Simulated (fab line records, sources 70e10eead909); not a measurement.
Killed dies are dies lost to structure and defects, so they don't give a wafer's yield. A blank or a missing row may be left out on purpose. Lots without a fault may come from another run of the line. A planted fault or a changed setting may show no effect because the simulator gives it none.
A struck lot beside a sound one | flow nand_harc | 37 steps out of a route of 1302
Sound: wafers L281.2, L281.4, L281.6. Struck: wafers L290.4, L290.5, L290.6. The cause comes at the end.
At each step with rows: each side's tool, then ch and its chambers, then its first start. Under that, the readings that differ: sound wafers | struck wafers | difference of the means | sigmas: that difference in standard deviations of wafers without a fault.
alike: readings whose means differ by less than 2 such deviations, and words and numbers that are the same on both sides. not compared: withheld readings, readings that some wafer has no value for, bounds like >300 that may hide the same value, and numbers for which the record gives no deviation and whose values overlap.
The two part at a step that has a row with sigmas, a row that says differs or no value, or rows on one side only. Numbers that don't overlap but have no deviation are shown without sigmas and don't part them. A reading that every wafer of one side lacks parts them only if that side has two wafers or more.

first, 3 steps without rows for these wafers: NHARC_A_STAIRCASE_STRIP_317 (strips in SPM, time 900 s); NHARC_A_STAIRCASE_PRECLEAN_318 (cleans in SC1); NHARC_A_STAIRCASE_SRD_329.
NHARC_A_STAIRCASE_ALD_415: deposits SiO2, target thk 30 nm, pulse time 6 s, ald cycles 300.
  sound on ald_hk-03 ch 1,2, day 18 19:17; struck on ald_hk-03 ch 1,2, day 23 18:06
  alike: heater_power_w, precursor_pulse_height_rel
then, 2 steps without rows for these wafers: NHARC_A_STAIRCASE_ETCHBACK_416 (etches the open film in C4F8/O2/Ar, target depth 36 nm, time 7.2 s); NHARC_A_STAIRCASE_STRIP_476 (strips in O2, time 20 s).
NHARC_A_STAIRCASE_DEP_417: deposits Si3N4, target thk 60 nm.
  sound on pecvd-04 ch 0,1, day 18 21:18; struck on pecvd-02 ch 0,1,2, day 23 20:34
  alike: heater_power_w
then, 3 steps without rows for these wafers: NHARC_A_STAIRCASE_WET_418 (chemistry H3PO4, target depth 20 nm); NHARC_A_STAIRCASE_PRECLEAN_419 (cleans in SC1); NHARC_A_STAIRCASE_SRD_421.
NHARC_A_STAIRCASE_ALD_420: deposits SiO2, target thk 20 nm, pulse time 6 s, ald cycles 200.
  sound on ald_hk-01 ch 0,2,3, day 19 00:20; struck on ald_hk-02 ch 1,2,3, day 23 23:36
  alike: heater_power_w, precursor_pulse_height_rel
NHARC_A_STAIRCASE_CVD_552: deposits SiNx, target thk 40 nm.
  sound on lpcvd-01 ch 0, day 19 01:31; struck on lpcvd-02 ch 1, day 24 03:41
  alike: spike_tc_upper_C
then, 2 steps without rows for these wafers: NHARC_A_STAIRCASE_DEP_151 (deposits SiO2, target thk 7200 nm); NHARC_A_STAIRCASE_ANNEAL_320 (time 1800 s).
NHARC_A_STAIRCASE_DEP_322: deposits SiO2, target thk 7200 nm.
  sound on pecvd-03 ch 1,2, day 19 16:11; struck on pecvd-03 ch 0,1,2, day 24 18:39
  alike: heater_power_w
then, 12 steps without rows for these wafers: NHARC_A_STAIRCASE_ANNEAL_323 (time 1800 s); NHARC_A_STAIRCASE_DEP_325 (deposits SiO2, target thk 7200 nm); NHARC_A_STAIRCASE_ANNEAL_326 (time 1800 s); NHARC_A_STAIRCASE_DEHYDRATE_433 (time 120 s); NHARC_A_STAIRCASE_HMDS_434 (time 30 s); NHARC_A_STAIRCASE_COAT_435; NHARC_A_STAIRCASE_SOFTBAKE_436 (time 170 s); NHARC_A_STAIRCASE_EBR_437; NHARC_A_STAIRCASE_EXPOSE_438 (exposes mask STAIR REV); NHARC_A_STAIRCASE_PEB_439 (peb time 130 s); NHARC_A_STAIRCASE_DEVELOP_440 (time 140 s); NHARC_A_STAIRCASE_HARDBAKE_442 (time 140 s).
NHARC_A_STAIRCASE_DESCUM_443: chemistry O2, time 3 s.
  sound on rie_diel-12 ch 0,2,3, day 20 10:58; struck on rie_diel-11 ch 2,3, day 25 11:40
  alike: drypump_motor_current_A, oes_product_au, rf_vpp_V, showerhead_plenum_p_Torr, throttle_valve_pct
  not compared: rf_hours_counter_h
then, 7 steps without rows for these wafers: NHARC_A_STAIRCASE_ETCH_444 (etches the open film in C4F8/O2, target depth 20400 nm, time 6800 s); NHARC_A_STAIRCASE_STRIP_446 (strips in O2); NHARC_A_STAIRCASE_STRIP_447 (strips in SPM, time 900 s); NHARC_A_STAIRCASE_PRECLEAN_448 (cleans in SC1); NHARC_A_STAIRCASE_SRD_449; NHARC_A_STAIRCASE_CMP_450 (polishes SiO2, target thk 200 nm); NHARC_A_STAIRCASE_CMP_152 (polishes).
NHARC_A_SGD_CUT_DESCUM_14: chemistry O2, time 3 s.
  sound on rie_diel-01 ch 0,2,3, day 20 19:01; struck on rie_diel-02 ch 0,1,2, day 25 21:56
  reading | sound | struck                                                                     | difference                   | sigmas
  hold    | - - - | await_dispo/1.7h/release await_dispo/1.7h/release await_dispo/1.7h/release | no value on the sound wafers |
  alike: drypump_motor_current_A, oes_product_au, rf_vpp_V, showerhead_plenum_p_Torr, throttle_valve_pct
  not compared: rf_hours_counter_h
-- the record jumps here: 6 days lie between the struck wafers' starts before and after (it left off in module A_SGD_CUT and takes up again in module END, whose first step shown is number 1302 of the route) --
NHARC_END_SORT_01:
  the record has rows for the struck wafers here (prober-01 ch 0, day 32 02:25) and none for the sound ones

WHERE THEY PART
First at NHARC_A_SGD_CUT_DESCUM_14; last, within this record, at NHARC_END_SORT_01.

WHY: what the simulator had put in
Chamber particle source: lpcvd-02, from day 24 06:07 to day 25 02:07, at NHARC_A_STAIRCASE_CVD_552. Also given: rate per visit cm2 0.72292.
